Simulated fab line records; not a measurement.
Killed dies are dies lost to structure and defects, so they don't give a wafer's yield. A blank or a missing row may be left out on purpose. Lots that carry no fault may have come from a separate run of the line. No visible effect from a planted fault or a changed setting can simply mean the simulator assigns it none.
Chamber matching / flow nand harc / pecvd-01 running NHARC_P_M1_PRE_CLEAN_32: 3 sister chambers
The step time 12 s. 3 wafers are shown with their chamber, then 9 later ones without.

## WAFERS PAIRED WITH THEIR CHAMBERS
wafer=L082.2; chamber=1; heater power outer w (W)=302
wafer=L085.3; chamber=0; heater power outer w (W)=361
wafer=L085.6; chamber=2; heater power outer w (W)=373

## WAFERS WHOSE CHAMBER IS MISSING
wafer=L089.3; heater power outer w (W)=397
wafer=L089.5; heater power outer w (W)=282
wafer=L089.6; heater power outer w (W)=351
wafer=L088.3; heater power outer w (W)=259
wafer=L088.4; heater power outer w (W)=363
wafer=L088.6; heater power outer w (W)=373
wafer=L094.1; heater power outer w (W)=333
wafer=L094.3; heater power outer w (W)=324
wafer=L094.4; heater power outer w (W)=328

## WHICH CHAMBER EACH WENT THROUGH
wafer=L089.3; from the rows above=can't be placed: 2 or 0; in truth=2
wafer=L089.5; from the rows above=1; in truth=1
wafer=L089.6; from the rows above=can't be placed: 0 or 2 or 1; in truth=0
wafer=L088.3; from the rows above=1; in truth=1
wafer=L088.4; from the rows above=can't be placed: 0 or 2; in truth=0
wafer=L088.6; from the rows above=can't be placed: 2 or 0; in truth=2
wafer=L094.1; from the rows above=can't be placed: 0 or 1 or 2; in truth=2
wafer=L094.3; from the rows above=can't be placed: 1 or 0 or 2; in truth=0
wafer=L094.4; from the rows above=can't be placed: 1 or 0 or 2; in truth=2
Placed correctly: 2 of 9. Unplaceable from these rows: 7, with the true chamber sitting among the candidates in 7. Number placed wrongly: 0.
How it was worked out, from the rows above alone: a wafer's distance from a chamber is the root of the sum, over the readings, of the square of ((its reading less the chamber's mean) divided by the reading's scatter). The wafer belongs to the nearest chamber; if the next one is less than 2 further off, it can't be placed. The mean given for a chamber averages the wafers shown for that chamber. The scatter: with one shown wafer a chamber, the root of the mean of the squares of how far each hidden wafer lies from its nearest shown one.
